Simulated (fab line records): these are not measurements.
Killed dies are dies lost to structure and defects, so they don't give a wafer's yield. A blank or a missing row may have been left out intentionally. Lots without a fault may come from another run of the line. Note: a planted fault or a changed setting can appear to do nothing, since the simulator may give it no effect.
fab line records ; flow n5_finfet
[record] lots = 7; wafers = 21
route steps=1938 shown BEOL_M11@1578 BEOL_M14@1719 BEOL_M15@1776 MIM_TOP_LITHO@1845
start_h: the number of hours between the record's first day and the start of the first shown wafer of the lot ; wait_h: hours from the lot's prior step to this one ; " as in the row above ; L1.1+2: one row covering several wafers at once ; - value missing, or start not given ; * or withheld: withheld ; < > ~ a bound
route shown NAME@n: NAME is a module with steps in the file, n the number in the route of the first one ; usual: mean/standard deviation taken from wafers without a fault ; same: alike in all rows ; chamber/n: place in a boat ; sites: readings site by site ; _std_site: how widely they spread, as a standard deviation ; _edge_site: mean of outer sites minus mean of inner sites ; radius_mm: how far each site lies from the wafer's centre ; mask NAME#n: copy n ; behind: the last tool/chamber to shape the wafer ; hold: the reason the lot was held/the length of the hold in hours/how it ended ; device: whichever transistor did not switch (one of n, p or np) ; end of line: the route-end tests of the same wafers ; a step given without rows: its recipe and nothing more ; killed: dies lost to structure and defects at the first sort, not the wafer's yield ; map: per-die view of a wafer (x killed, . not killed, _ where there is no die)
set.NAME: setting as actually run; set.NAME@STEP: the setting as run at that earlier step ; model.NAME: the simulator's own value behind a step, which no gauge read
lots with deliberately changed settings; one table per step, one row per wafer
[[steps]]
[step N5_BEOL_M11_TRENCH_ETCH_37]
[recipe] chemistry = C4F6/O2; target_depth_a = 1488.3; target = SiCOH_lowk; time_s = 48; ion_energy_ev = 250; pressure_mtorr = 30; source_w = 345; bias_w = 185; Ar_flow_sccm = 300; C4F6_flow_sccm = 10; O2_flow_sccm = 10
[usual] rf_vpp_V = 667/6.9
lot.wafer;tool;chamber;start_h;wait_h;set.bias_w;rf_vpp_V;model.BEOL_M11.feature_depth_nm;model.etch.depth_nm
L081.2;rie_diel-06;0;-;-;185;655;150.6;150.7
L081.4;rie_diel-06;1;-;-;218;763;156;156
L081.5;rie_diel-06;1;-;-;218;765;154.8;154.7
L083.2;rie_diel-06;1;-;-;166.4;617;141.4;141.4
L083.3;rie_diel-06;2;-;-;185;661;146.8;146.9
L083.6;rie_diel-06;2;-;-;185;662;147.6;147.7
L082.2;rie_diel-06;3;-;-;185;662;146;146.1
L082.3;rie_diel-06;2;-;-;185;660;148.6;148.5
L082.5;rie_diel-06;2;-;-;185;660;149.2;149.2
L086.1;rie_diel-06;2;-;-;167.7;611;144;144
L086.3;rie_diel-06;0;-;-;185;657;149.6;149.6
L086.5;rie_diel-06;0;-;-;185;657;149.2;149.3
L087.1;rie_diel-05;0;-;-;198.5;707;147.2;147.1
L087.4;rie_diel-05;3;-;-;198.5;709;147.6;147.6
L087.5;rie_diel-05;0;-;-;185;671;145;145
L092.1;rie_diel-02;1;-;-;185;667;149.4;149.4
L092.2;rie_diel-02;0;-;-;185;670;148.4;148.4
L092.5;rie_diel-02;2;-;-;202.6;733;154.6;154.6
L096.1;rie_diel-06;3;-;-;185;664;149.2;149.1
L096.2;rie_diel-06;0;-;-;167.8;607;147.8;147.9
L096.3;rie_diel-06;2;-;-;167.8;611;146.2;146.3
[step N5_BEOL_M11_ETCH_41]
[recipe] chemistry = CH3F/O2; target = SiCN; target_depth_a = 426; taper_deg = 2; time_s = 86; ion_energy_ev = 120; mask_material = TiN; pressure_mtorr = 30; source_w = 395; bias_w = 75; Ar_flow_sccm = 150; CH3F_flow_sccm = 30; O2_flow_sccm = 20
[step N5_BEOL_M11_STRIP_77]
[recipe] chemistry = N2/H2; time_s = 10; power_w = 450; temp_c = 40; pressure_mtorr = 20; rf_frequency_hz = 6e+07; bias_power_w = 7; n2_flow_sccm = 200; h2_flow_sccm = 200
[step N5_BEOL_M11_OCD_MEAS_38]
[usual] trench_depth_nm = 148.2/2.3
lot.wafer;tool;chamber;start_h;wait_h;set.bias_w@BEOL_M11_TRENCH_ETCH_37;trench_depth_nm
L081.2;ocd-01;-;298.98;-;185;150.3
L081.4;ocd-01;-;298.98;-;218;155.9
L081.5;ocd-01;-;298.98;-;218;155.0
L083.2;ocd-01;-;315.94;-;166.4;141.4
L083.3;ocd-01;-;315.94;-;185;147.5
L083.6;ocd-01;-;315.94;-;185;148.1
L082.2;ocd-01;-;322.07;-;185;146.2
L082.3;ocd-01;-;322.07;-;185;148.8
L082.5;ocd-01;-;322.07;-;185;149.1
L086.1;ocd-02;-;331.49;-;167.7;144.0
L086.3;ocd-02;-;331.49;-;185;149.7
L086.5;ocd-02;-;331.49;-;185;149.7
L087.1;ocd-02;-;341.07;-;198.5;147.1
L087.4;ocd-02;-;341.07;-;198.5;147.9
L087.5;ocd-02;-;341.07;-;185;144.8
L092.1;ocd-02;-;365.77;-;185;149.3
L092.2;ocd-02;-;365.77;-;185;148.1
L092.5;ocd-02;-;365.77;-;202.6;154.5
L096.1;ocd-02;-;403.82;-;185;149.0
L096.2;ocd-02;-;403.82;-;167.8;148.4
L096.3;ocd-02;-;403.82;-;167.8;146.0
[step N5_BEOL_M11_ALD_74]
[recipe] material = TaN; target_thk_a = 20; temp_c = 275; ald_precursor_family = PDMAT; ald_co_reactant = NH3; pressure_torr = 3; carrier_flow_sccm = 1500; pulse_time_s = 2; purge_time_s = 3; co_reactant_purge_time_s = 2; co_reactant_pulse_time_s = 3; ald_cycles = 40; precursor_vessel_temp_c = 75; precursor_vessel_pressure_torr = 26.25; precursor_vessel_carrier_sccm = 1000
lot.wafer;tool;chamber;start_h;wait_h;set.ald_cycles
L081.2+5;ald_metal-01;2,0;299.69;0.0;34
L081.4;ald_metal-01;1;299.69;0.0;40
L083.2+3;ald_metal-01;0,1;317.32;0.2;40
L083.6;ald_metal-01;1;317.32;0.2;46
L082.2+3+5;ald_metal-01;1,0,3;323.06;0.1;40
L086.1+3+5;ald_metal-03;1,0,3;332.59;0.1;40
L087.1+5;ald_metal-04;3,0;341.69;0.0;44
L087.4;ald_metal-04;1;341.69;0.0;40
L092.1+2+5;ald_metal-01;2,3,2;367.11;0.0;40
L096.1+3;ald_metal-04;0,2;405.95;0.1;40
L096.2;ald_metal-04;1;405.95;0.1;45
[step N5_BEOL_M11_SURFACE_TREAT_76]
[recipe] gas = Ar; time_s = *; ion_energy_ev = *; ion_current_ma_cm2 = 0.5; pressure_mtorr = *; ar_flow_sccm = 30
[step N5_BEOL_M11_CVD_75]
[recipe] material = Co; target_thk_a = 20; temp_c = withheld; precursor = CCTBA/H2; pressure_torr = 30; time_s = 138.9
[step N5_BEOL_M11_ECD_50]
[recipe] material = Cu; target_thk_a = 3180
[step N5_BEOL_M11_ANNEAL_51]
[recipe] temp_c = 225; time_s = 90; ambient = N2
[step N5_BEOL_M11_CMP_52]
[recipe] stop_on = SiCOH_lowk; t_overpolish_s = 7; down_force_psi = 1; platen_rpm = 50; clearing_platen_down_force_psi = 1.5; clearing_platen_rpm = 50; post_cmp_clean = cu_alkaline; target_thk_nm = 140; clearing_platen_pad_velocity_m_s = 0.99484; pad_velocity_m_s = 0.99484
lot.wafer;tool;chamber;start_h;wait_h;set.bias_w@BEOL_M11_TRENCH_ETCH_37;model.Cu_of_BEOL_M11_ECD_50.thk_nm
L081.2;cmp-01;1;300.76;0.2;185;142.8
L081.4;cmp-01;3;300.76;0.2;218;147.4
L081.5;cmp-01;0;300.76;0.2;218;148.2
L083.2;cmp-02;0;318.48;0.3;166.4;131.4
L083.3;cmp-02;1;318.48;0.3;185;136.8
L083.6;cmp-02;3;318.48;0.3;185;137.6
L082.2;cmp-01;0;324.22;0.3;185;137.4
L082.3;cmp-01;1;324.22;0.3;185;140.4
L082.5;cmp-01;2;324.22;0.3;185;140.2
L086.1;cmp-01;2;333.72;0.3;167.7;136.2
L086.3+5;cmp-01;0,2;333.72;0.3;185;141
L087.1;cmp-04;3;344.36;0.3;198.5;138.6
L087.4;cmp-04;0;344.36;0.3;198.5;138.2
L087.5;cmp-04;2;344.36;0.3;185;135
L092.1;cmp-01;1;368.36;0.3;185;141.2
L092.2;cmp-01;2;368.36;0.3;185;140
L092.5;cmp-01;1;368.36;0.3;202.6;145.4
L096.2+3;cmp-04;1,2;407.34;0.2;167.8;138.2
L096.1;cmp-04;0;407.34;0.2;185;139.8
[step N5_BEOL_M11_THK_MEAS_53]
[recipe] thk_meas_gauge = xrf; reads = Cu_of_BEOL_M11_ECD_50
[usual] M11_THK = 141.5/2.7
lot.wafer;tool;chamber;start_h;wait_h;set.bias_w@BEOL_M11_TRENCH_ETCH_37;M11_THK[nm]
L081.2;film_metro-02;-;301.02;-;185;143.1
L081.4;film_metro-02;-;301.02;-;218;147.5
L081.5;film_metro-02;-;301.02;-;218;149.1
L083.2;film_metro-02;-;318.70;-;166.4;132.0
L083.3;film_metro-02;-;318.70;-;185;137.5
L083.6;film_metro-02;-;318.70;-;185;138.7
L082.2;film_metro-01;-;324.44;-;185;138.9
L082.3;film_metro-01;-;324.44;-;185;141.3
L082.5;film_metro-01;-;324.44;-;185;141.7
L086.1;film_metro-01;-;333.97;-;167.7;138.0
L086.3;film_metro-01;-;333.97;-;185;142.5
L086.5;film_metro-01;-;333.97;-;185;142.2
L087.1;film_metro-01;-;344.58;-;198.5;141.6
L087.4;film_metro-01;-;344.58;-;198.5;140.9
L087.5;film_metro-01;-;344.58;-;185;137.2
L092.1;film_metro-01;-;368.67;0.3;185;143.4
L092.2;film_metro-01;-;368.67;0.3;185;141.9
L092.5;film_metro-01;-;368.67;0.3;202.6;147.5
L096.1;film_metro-01;-;407.63;-;185;142.4
L096.2;film_metro-01;-;407.63;-;167.8;140.5
L096.3;film_metro-01;-;407.63;-;167.8;140.7
[step N5_BEOL_M14_COAT_04]
[recipe] spin_rpm = 1704; resist_thk_nm = 800
lot.wafer;tool;chamber;start_h;wait_h;set.spin_rpm;model.coat_of_BEOL_M14_COAT_04.thk_nm
L081.2;litho_track-04;0;-;-;1792;780
L081.4;litho_track-04;0;-;-;1704;799.2
L081.5;litho_track-04;0;-;-;1704;801.4
L083.2;litho_track-04;0;-;-;1704;796.4
L083.3;litho_track-04;0;-;-;1704;797.4
L083.6;litho_track-04;0;-;-;1704;796.2
L082.2;litho_track-04;0;-;-;1704;800.6
L082.3;litho_track-04;0;-;-;1704;799.2
L082.5;litho_track-04;0;-;-;1704;797.6
L086.1+5;litho_track-02;0;-;-;1704;803
L086.3;litho_track-02;0;-;-;1704;803.4
L087.1;litho_track-02;0;-;-;1704;805.4
L087.4;litho_track-02;0;-;-;1704;808
L087.5;litho_track-02;0;-;-;1842;775.6
L092.1;litho_track-01;0;-;-;1524;843.8
L092.2;litho_track-01;0;-;-;1524;842.4
L092.5;litho_track-01;0;-;-;1524;843.4
L096.1;litho_track-04;0;-;-;1704;799.2
L096.2;litho_track-04;0;-;-;1704;801.6
L096.3;litho_track-04;0;-;-;1793;780.2
[step N5_BEOL_M14_ETCH_59]
[recipe] chemistry = N2/H2; target = BARC; target_depth_a = 890; overetch_a = 267; time_s = 67.9; ion_energy_ev = 200; pressure_mtorr = 30; source_w = 840; bias_w = 150; n2_flow_sccm = 200; h2_flow_sccm = 200
lot.wafer;tool;chamber;start_h;wait_h;set.h2_flow_sccm
L081.2+5;rie_diel-04;3,2;313.56;0.0;200
L081.4;rie_diel-04;0;313.56;0.0;194.6
L083.2+3;rie_diel-01;2,3;334.55;0.0;200
L083.6;rie_diel-01;1;334.55;0.0;195.7
L082.2+3+5;rie_diel-03;0,1,1;335.71;0.0;200
L086.1+3;rie_diel-04;0,1;346.98;0.0;200
L086.5;rie_diel-04;3;346.98;0.0;188.4
L087.1+4;rie_diel-03;2,3;358.76;0.0;192.3
L087.5;rie_diel-03;0;358.76;0.0;200
L092.1;rie_diel-03;2;382.48;0.0;189.6
L092.2+5;rie_diel-03;1,2;382.48;0.0;200
L096.1+2+3;rie_diel-04;1,3,2;417.92;0.0;200
[step N5_BEOL_M14_VIA_ETCH_16]
[recipe] chemistry = C4F8/O2/Ar; target = SiO2; he_inner_torr = 15; he_outer_torr = 30; target_depth_a = 12313; time_s = withheld; ion_energy_ev = 800; pressure_mtorr = 20; source_w = 1905; bias_w = 2040; Ar_flow_sccm = 400; C4F8_flow_sccm = 16; O2_flow_sccm = 12; ends = cleared
lot.wafer;tool;chamber;start_h;wait_h;set.spin_rpm@BEOL_M14_COAT_04;model.coat_of_BEOL_M14_COAT_04.thk_nm
L081.2;rie_diel-04;3;313.61;0.0;1792;436
L081.4;rie_diel-04;0;313.61;0.0;1704;452.2
L081.5;rie_diel-04;2;313.61;0.0;1704;450.2
L083.2;rie_diel-01;2;334.60;0.0;1704;451.4
L083.3;rie_diel-01;3;334.60;0.0;1704;453.8
L083.6;rie_diel-01;1;334.60;0.0;1704;449.2
L082.2;rie_diel-03;0;335.76;0.0;1704;457.2
L082.3;rie_diel-03;1;335.76;0.0;1704;458.4
L082.5;rie_diel-03;1;335.76;0.0;1704;450.4
L086.1;rie_diel-04;0;347.03;0.0;1704;458
L086.3;rie_diel-04;1;347.03;0.0;1704;457.8
L086.5;rie_diel-04;3;347.03;0.0;1704;455.2
L087.1;rie_diel-03;2;358.81;0.0;1704;461.2
L087.4;rie_diel-03;3;358.81;0.0;1704;462.4
L087.5;rie_diel-03;0;358.81;0.0;1842;424.6
L092.1;rie_diel-03;2;382.53;0.0;1524;492.4
L092.2;rie_diel-03;1;382.53;0.0;1524;498
L092.5;rie_diel-03;2;382.53;0.0;1524;495.6
L096.1;rie_diel-04;1;417.97;0.0;1704;456.4
L096.2;rie_diel-04;3;417.97;0.0;1704;462.8
L096.3;rie_diel-04;2;417.97;0.0;1793;437
[step N5_BEOL_M15_COAT_04]
[recipe] spin_rpm = 1704; resist_thk_nm = 800
lot.wafer;tool;chamber;start_h;wait_h;set.spin_rpm;model.coat_of_BEOL_M15_COAT_04.thk_nm
L081.2;litho_track-03;0;-;-;1704;797.6
L081.4;litho_track-03;0;-;-;1704;798.4
L081.5;litho_track-03;0;-;-;1704;798.6
L083.2;litho_track-04;0;-;-;1601;821
L083.3;litho_track-04;0;-;-;1704;795.4
L083.6;litho_track-04;0;-;-;1704;796.8
L082.2;litho_track-04;0;-;-;1704;801.6
L082.3;litho_track-04;0;-;-;1704;800.6
L082.5;litho_track-04;0;-;-;1704;797.8
L086.1;litho_track-04;0;-;-;1704;800
L086.3;litho_track-04;0;-;-;1704;799
L086.5;litho_track-04;0;-;-;1704;797.8
L087.1;litho_track-04;0;-;-;1611;824.6
L087.4;litho_track-04;0;-;-;1704;801.2
L087.5;litho_track-04;0;-;-;1611;821.8
L092.1;litho_track-03;0;-;-;1704;801.8
L092.2;litho_track-03;0;-;-;1590;828.2
L092.5;litho_track-03;0;-;-;1590;828.4
L096.1;litho_track-05;0;-;-;1533;844
L096.2;litho_track-05;0;-;-;1533;846.4
L096.3;litho_track-05;0;-;-;1704;800.6
[step N5_BEOL_M15_EXPOSE_07]
[recipe] mask_id = V14; na = 0.8; source_shape = annular; sigma_inner = 0.5; sigma_outer = 0.8; polarization = unpolarized; attpsm_phase_deg = 180; dose_mj = 41.25
lot.wafer;tool;chamber;start_h;wait_h;mask;set.dose_mj
L081.2;krf_scanner-02;0;320.81;-;V14#0;41.25
L081.4+5;krf_scanner-02;0;320.81;-;V14#0;43.41
L083.2;krf_scanner-01;0;338.63;-;V14#0;41.25
L083.3+6;krf_scanner-01;0;338.63;-;V14#0;42.29
L082.2+3+5;krf_scanner-02;0;341.30;-;V14#0;41.25
L086.1+5;krf_scanner-02;0;355.11;-;V14#0;39.33
L086.3;krf_scanner-02;0;355.11;-;V14#0;41.25
L087.1+4+5;krf_scanner-01;0;362.98;-;V14#0;42.16
L092.1+5;krf_scanner-02;0;390.21;-;V14#0;38.92
L092.2;krf_scanner-02;0;390.21;-;V14#0;41.25
L096.1;krf_scanner-02;0;422.56;-;V14#0;41.25
L096.2+3;krf_scanner-02;0;422.56;-;V14#0;42.9
[step N5_BEOL_M15_PEB_08]
[recipe] peb_temp_c = 130; peb_time_s = 90
[step N5_BEOL_M15_DEVELOP_09]
[recipe] develop_time_s = 45; rinse_liquid = diw; dry = air_spin; dev_temp_c = 21
[step N5_BEOL_M15_HARDBAKE_14]
[recipe] temp_c = 130; time_s = 120
[step N5_BEOL_M15_CD_MEAS_10]
[recipe] target_cd_nm = 360; landing_energy_ev = 500; detector = se_inlens; polarity = opening
[usual] cd_nm = 359.8/1.3
lot.wafer;tool;chamber;start_h;wait_h;set.dose_mj@BEOL_M15_EXPOSE_07;cd_nm
L081.2;cd_sem-01;0;320.97;-;41.25;357.6
L081.4;cd_sem-01;0;320.97;-;43.41;368.6
L081.5;cd_sem-01;0;320.97;-;43.41;369.1
L083.2;cd_sem-03;0;338.80;-;41.25;358.9
L083.3;cd_sem-03;0;338.80;-;42.29;364.5
L083.6;cd_sem-03;0;338.80;-;42.29;363.2
L082.2;cd_sem-01;0;341.46;-;41.25;357.0
L082.3;cd_sem-01;0;341.46;-;41.25;357.9
L082.5;cd_sem-01;0;341.46;-;41.25;359.3
L086.1;cd_sem-01;0;355.28;-;39.33;354.7
L086.3;cd_sem-01;0;355.28;-;41.25;362.9
L086.5;cd_sem-01;0;355.28;-;39.33;353.9
L087.1;cd_sem-02;0;363.15;-;42.16;361.8
L087.4;cd_sem-02;0;363.15;-;42.16;363.5
L087.5;cd_sem-02;0;363.15;-;42.16;362.7
L092.1;cd_sem-03;0;390.39;-;38.92;350.3
L092.2;cd_sem-03;0;390.39;-;41.25;357.4
L092.5;cd_sem-03;0;390.39;-;38.92;351.0
L096.1;cd_sem-03;0;422.73;-;41.25;359.4
L096.2;cd_sem-03;0;422.73;-;42.9;363.1
L096.3;cd_sem-03;0;422.73;-;42.9;365.8
[step N5_BEOL_M15_DESCUM_15]
[recipe] chemistry = O2; time_s = 7.9; source_power_w = 50; bias_power_w = 20; pressure_mtorr = 20; rf_frequency_hz = 2.712e+07; temp_c = 40; o2_flow_sccm = 225
[step N5_BEOL_M15_ETCH_59]
[recipe] chemistry = N2/H2; target = BARC; target_depth_a = 890; overetch_a = 267; time_s = 67.9; ion_energy_ev = 200; pressure_mtorr = 30; source_w = 840; bias_w = 150; n2_flow_sccm = 200; h2_flow_sccm = 200
[step N5_BEOL_M15_VIA_ETCH_16]
[recipe] chemistry = C4F8/O2/Ar; target = SiO2; he_inner_torr = 15; he_outer_torr = 30; target_depth_a = 17922; time_s = withheld; ion_energy_ev = 800; pressure_mtorr = 20; source_w = 1905; bias_w = 2040; Ar_flow_sccm = 400; C4F8_flow_sccm = 16; O2_flow_sccm = 12; ends = cleared
lot.wafer;tool;chamber;start_h;wait_h;set.spin_rpm@BEOL_M15_COAT_04;model.coat_of_BEOL_M15_COAT_04.thk_nm
L081.2;rie_diel-06;1;321.15;0.0;1704;323.6
L081.4;rie_diel-06;2;321.15;0.0;1704;325.2
L081.5;rie_diel-06;3;321.15;0.0;1704;323.2
L083.2;rie_diel-02;2;338.97;0.0;1601;351.8
L083.3;rie_diel-02;1;338.97;0.0;1704;324.4
L083.6;rie_diel-02;3;338.97;0.0;1704;321.2
L082.2;rie_diel-05;2;341.73;0.0;1704;334.4
L082.3;rie_diel-05;1;341.73;0.0;1704;326.2
L082.5;rie_diel-05;3;341.73;0.0;1704;321.6
L086.1;rie_diel-06;2;355.45;0.0;1704;329
L086.3;rie_diel-06;0;355.45;0.0;1704;328.4
L086.5;rie_diel-06;2;355.45;0.0;1704;324
L087.1;rie_diel-02;2;363.33;0.0;1611;361.4
L087.4;rie_diel-02;0;363.33;0.0;1704;328.8
L087.5;rie_diel-02;0;363.33;0.0;1611;349.4
L092.1;rie_diel-06;2;390.74;0.0;1704;338.4
L092.2;rie_diel-06;3;390.74;0.0;1590;365.4
L092.5;rie_diel-06;3;390.74;0.0;1590;355.8
L096.1;rie_diel-06;1;422.90;0.0;1533;380.4
L096.2;rie_diel-06;0;422.90;0.0;1533;383
L096.3;rie_diel-06;3;422.90;0.0;1704;334.4
[step N5_BEOL_M15_STRIP_63]
[recipe] chemistry = O2; power_w = 600; temp_c = 60; pressure_mtorr = 30; rf_frequency_hz = 6e+07; bias_power_w = 0; overash_fraction = 0.3; o2_flow_sccm = 225
[step N5_BEOL_M15_STRIP_64]
[recipe] chemistry = O2; power_w = 600; temp_c = 60; pressure_mtorr = 30; rf_frequency_hz = 6e+07; bias_power_w = 0; overash_fraction = 0.3; o2_flow_sccm = 225
[step N5_BEOL_M15_STRIP_65]
[recipe] chemistry = post_etch_residue_remover; time_s = 60; temp_c = 25; remover_ph = withheld; remover_water_wt_pct = withheld; remover_fluoride_wt_pct = withheld
[step N5_BEOL_M15_SRD_66]
[recipe] time_s = 30; temp_c = 23; rinse_liquid = diw; dry = n2_spin; spin_rpm = 1500; dry_time_s = 30
[step N5_BEOL_M15_CD_MEAS_17]
[recipe] target_cd_nm = 360; polarity = opening
[usual] cd_nm = 361.0/1.6
lot.wafer;tool;chamber;start_h;wait_h;set.dose_mj@BEOL_M15_EXPOSE_07;cd_nm
L081.2;cd_sem-01;-;321.56;0.0;41.25;356.5
L081.4;cd_sem-01;-;321.56;0.0;43.41;367.9
L081.5;cd_sem-01;-;321.56;0.0;43.41;369.7
L083.2;cd_sem-01;-;339.38;0.0;41.25;362.2
L083.3;cd_sem-01;-;339.38;0.0;42.29;365.6
L083.6;cd_sem-01;-;339.38;0.0;42.29;364.6
L082.2;cd_sem-03;-;342.15;0.0;41.25;358.8
L082.3;cd_sem-03;-;342.15;0.0;41.25;359.8
L082.5;cd_sem-03;-;342.15;0.0;41.25;360.0
L086.1;cd_sem-01;-;355.87;0.0;39.33;356.1
L086.3;cd_sem-01;-;355.87;0.0;41.25;365.1
L086.5;cd_sem-01;-;355.87;0.0;39.33;357.0
L087.1;cd_sem-03;-;363.74;0.0;42.16;364.2
L087.4;cd_sem-03;-;363.74;0.0;42.16;364.5
L087.5;cd_sem-03;-;363.74;0.0;42.16;364.0
L092.1;cd_sem-01;-;391.15;0.0;38.92;351.3
L092.2;cd_sem-01;-;391.15;0.0;41.25;359.0
L092.5;cd_sem-01;-;391.15;0.0;38.92;351.9
L096.1;cd_sem-02;-;423.32;0.0;41.25;358.8
L096.2;cd_sem-02;-;423.32;0.0;42.9;363.2
L096.3;cd_sem-02;-;423.32;0.0;42.9;366.0
[step N5_MIM_TOP_LITHO_DEVELOP_07]
[recipe] develop_time_s = 60; rinse_liquid = diw; dry = air_spin; dev_temp_c = 21
lot.wafer;tool;chamber;start_h;wait_h;set.develop_time_s
L081.2+4;litho_track-02;0;-;-;51.14
L081.5;litho_track-02;0;-;-;60
L083.2+6;litho_track-03;0;-;-;60
L083.3;litho_track-03;0;-;-;72.72
L082.2+3+5;litho_track-02;0;-;-;60
L086.1+3;litho_track-02;0;-;-;60
L086.5;litho_track-02;0;-;-;67.65
L087.1+4+5;litho_track-01;0;-;-;60
L092.1+2;litho_track-02;0;-;-;60
L092.5;litho_track-02;0;-;-;48.09
L096.1+2+3;litho_track-02;0;-;-;60
[step N5_MIM_TOP_LITHO_HARDBAKE_09]
[recipe] temp_c = 130; time_s = 120
[step N5_MIM_TOP_LITHO_CD_MEAS_08]
[recipe] target_cd_nm = 2000; landing_energy_ev = 500; detector = se_inlens
[usual] cd_nm = 1999.7/1.2
lot.wafer;tool;chamber;start_h;wait_h;set.develop_time_s@MIM_TOP_LITHO_DEVELOP_07;cd_nm
L081.2;cd_sem-03;0;331.41;-;51.14;2001.4
L081.4;cd_sem-03;0;331.41;-;51.14;2003.2
L081.5;cd_sem-03;0;331.41;-;60;1999.2
L083.2;cd_sem-02;0;345.77;-;60;1998.8
L083.3;cd_sem-02;0;345.77;-;72.72;1995.0
L083.6;cd_sem-02;0;345.77;-;60;1999.0
L082.2;cd_sem-01;0;352.95;-;60;1999.2
L082.3;cd_sem-01;0;352.95;-;60;2000.8
L082.5;cd_sem-01;0;352.95;-;60;1999.8
L086.1;cd_sem-02;0;365.06;-;60;1999.2
L086.3;cd_sem-02;0;365.06;-;60;1999.4
L086.5;cd_sem-02;0;365.06;-;67.65;1997.8
L087.1;cd_sem-01;0;370.63;-;60;1999.1
L087.4;cd_sem-01;0;370.63;-;60;1998.8
L087.5;cd_sem-01;0;370.63;-;60;1998.7
L092.1;cd_sem-02;0;402.91;-;60;2001.7
L092.2;cd_sem-02;0;402.91;-;60;2002.3
L092.5;cd_sem-02;0;402.91;-;48.09;2004.6
L096.1;cd_sem-03;0;431.12;-;60;1999.5
L096.2;cd_sem-03;0;431.12;-;60;1997.6
L096.3;cd_sem-03;0;431.12;-;60;2000.5
[[key]]
[split] step = N5_BEOL_M11_TRENCH_ETCH_37; setting = bias_w; stated = 185; by = wafer
[response] step = N5_BEOL_M11_TRENCH_ETCH_37; reading = rf_vpp_V; change = +5.71; per = 1%; r = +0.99
[response] step = N5_BEOL_M11_TRENCH_ETCH_37; reading = model.BEOL_M11.feature_depth_nm; change = +0.389; per = 1%; r = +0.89
[response] step = N5_BEOL_M11_TRENCH_ETCH_37; reading = model.etch.depth_nm; change = +0.384; per = 1%; r = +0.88
[response] step = N5_BEOL_M11_OCD_MEAS_38; reading = trench_depth_nm; change = +0.406; per = 1%; r = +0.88
[response] step = N5_BEOL_M11_CMP_52; reading = model.Cu_of_BEOL_M11_ECD_50.thk_nm; change = +0.377; per = 1%; r = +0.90
[response] step = N5_BEOL_M11_THK_MEAS_53; reading = M11_THK; change = +0.39; per = 1%; r = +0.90
[split] step = N5_BEOL_M11_ALD_74; setting = ald_cycles; stated = 40; by = wafer
response none clear
[split] step = N5_BEOL_M14_COAT_04; setting = spin_rpm; stated = 1704; by = wafer
[response] step = N5_BEOL_M14_COAT_04; reading = model.coat_of_BEOL_M14_COAT_04.thk_nm; change = -3.87; per = 1%; r = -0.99
[response] step = N5_BEOL_M14_VIA_ETCH_16; reading = model.coat_of_BEOL_M14_COAT_04.thk_nm; change = -4.16; per = 1%; r = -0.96
[split] step = N5_BEOL_M14_ETCH_59; setting = h2_flow_sccm; stated = 200; by = wafer
response none clear
[split] step = N5_BEOL_M15_COAT_04; setting = spin_rpm; stated = 1704; by = wafer
[response] step = N5_BEOL_M15_COAT_04; reading = model.coat_of_BEOL_M15_COAT_04.thk_nm; change = -4.23; per = 1%; r = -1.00
[response] step = N5_BEOL_M15_VIA_ETCH_16; reading = model.coat_of_BEOL_M15_COAT_04.thk_nm; change = -4.46; per = 1%; r = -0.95
[split] step = N5_BEOL_M15_EXPOSE_07; setting = dose_mj; stated = 41.25; by = wafer
[response] step = N5_BEOL_M15_CD_MEAS_10; reading = cd_nm; change = +1.65; per = 1%; r = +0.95
[response] step = N5_BEOL_M15_CD_MEAS_17; reading = cd_nm; change = +1.7; per = 1%; r = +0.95
[split] step = N5_MIM_TOP_LITHO_DEVELOP_07; setting = develop_time_s; stated = 60; by = wafer
[response] step = N5_MIM_TOP_LITHO_CD_MEAS_08; reading = cd_nm; change = -0.162; per = 1%; r = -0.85
